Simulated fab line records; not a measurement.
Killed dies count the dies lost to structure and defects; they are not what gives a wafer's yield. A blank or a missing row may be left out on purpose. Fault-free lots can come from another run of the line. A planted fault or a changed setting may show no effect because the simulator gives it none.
Comparing a struck lot with a sound one | flow n5Finfet | 15 out of 1938 route steps
Sound: these wafers, L915.1, L915.3, L915.4. Struck: wafers L914.1, L914.3. (L914.4 of the same lot was not struck and is left out.) The cause comes at the end.
Per side, at each step with rows, come the tool, then ch with its chambers, and then its first start. Under that, the readings that differ: sound wafers | struck wafers | difference of the means | sigmas: that difference in standard deviations of wafers without a fault.
alike: readings with means less than 2 such deviations apart, plus words and numbers identical on both sides. not compared: withheld readings, readings lacking a value on some wafer, bounds such as >300 that could conceal the same value, and numbers that have no deviation in the record and whose values overlap.
Wherever a step has rows on one side only, a row that says differs or no value, or a row with sigmas, the two part there. When numbers do not overlap yet have no deviation, they are printed without sigmas and do not part them. A reading that every wafer of one side lacks parts them only if that side has two wafers or more.

first, 5 steps without rows for these wafers: N5_PASSIVATION_SOFTBAKE_05 (time 90 s); N5_PASSIVATION_EXPOSE_07 (exposes mask TV, defocus 0 nm, target cd 3000 nm); N5_PASSIVATION_PEB_08; N5_PASSIVATION_DEVELOP_09 (develop time 60 s); N5_PASSIVATION_HARDBAKE_11 (time 120 s).
N5_PASSIVATION_CD_MEAS_10 targets a cd of 3000 nm.
  sound on cdSem-02 ch 0, day 17 06:38; struck on cdSem-03 ch 0, day 16 14:03
  alike: cdNm
N5_PASSIVATION_OVL_MEAS_60:
  sound on overlay-01 ch 0, day 17 06:41; struck on overlay-02 ch 0, day 16 14:05
  alike: TV_OVL
N5_PASSIVATION_INSPECT_61: inspects for defects (macro).
  sound on defectInspect-01 at day 17 06:42; struck on defectInspect-01 at day 16 14:06
  alike: rawDefectCount
N5_PASSIVATION_DESCUM_12: chemistry O2, time 7.9 s.
  sound on rieDiel-04 ch 0,3, day 17 06:47; struck on rieDiel-02 ch 2,3, day 16 14:11
  alike: drypumpMotorCurrentA, oesProductAu, rfVppV, showerheadPlenumPTorr, throttleValvePct
  not compared: rfHoursCounterH
N5_PASSIVATION_PASS_ETCH_74: etches SiNx in CF4/O2, target depth 220 nm, time 110 s.
  sound on rieDiel-04 ch 0,3, day 17 06:52; struck on rieDiel-02 ch 2,3, day 16 14:15
  alike: drypumpMotorCurrentA, oesProductAu, rfVppV, showerheadPlenumPTorr, throttleValvePct
  not compared: rfHoursCounterH
N5_PASSIVATION_VIA_ETCH_13: etches SiO2 in CHF3/O2, target depth 660 nm, time 330 s.
  sound on rieDiel-04 ch 0,3, day 17 06:57; struck on rieDiel-02 ch 2,3, day 16 14:20
  alike: drypumpMotorCurrentA, etchRfOnTimeS, oesProductAu, rfVppV, showerheadPlenumPTorr, throttleValvePct
  not compared: rfHoursCounterH
N5_PASSIVATION_STRIP_14: strips in O2.
  sound on rieDiel-04 ch 0,3, day 17 07:09; struck on rieDiel-02 ch 2,3, day 16 14:32
  alike: drypumpMotorCurrentA, oesProductAu, rfVppV, showerheadPlenumPTorr, throttleValvePct
  not compared: rfHoursCounterH
N5_PASSIVATION_ETCH_15: etches SiCN in CF4/N2, target depth 75 nm, time 81.2 s.
  sound on rieDiel-04 ch 0,3, day 17 07:11; struck on rieDiel-02 ch 2,3, day 16 14:35
reading                 | sound             | struck   | difference | sigmas
model.etch.depthNm (nm) | 66.22 62.61 62.25 | 58.08 56 | -6.65      | 
  alike: drypumpMotorCurrentA, oesProductAu, rfVppV, showerheadPlenumPTorr, throttleValvePct
  not compared: rfHoursCounterH
then, 1 step without rows for these wafers: N5_PASSIVATION_STRIP_73 (strips in post etch residue remover, time 60 s).
N5_PASSIVATION_PROBE_49:
  sound on prober-02 at day 17 13:36; struck on prober-02 at day 16 20:34
reading          | sound    | struck | difference | sigmas
killedAtContacts | 18 11 12 | 31 29  | +16        | +3
  alike: defectLimitedYield, killed_at_M0_to_M3, killed_at_M4_up, killedAtFrontEnd, killedAtOther, killedDies, killedOpen, killedShort, sort_bin_4_leakage, sort_bin_5_function, sort_bin_6_memory, sort_bin_8_speed, sortNPass, sortYieldPct

## WHERE THEY PART
N5_PASSIVATION_PROBE_49 only, going by this record.

WHY: what had been put in by the simulator
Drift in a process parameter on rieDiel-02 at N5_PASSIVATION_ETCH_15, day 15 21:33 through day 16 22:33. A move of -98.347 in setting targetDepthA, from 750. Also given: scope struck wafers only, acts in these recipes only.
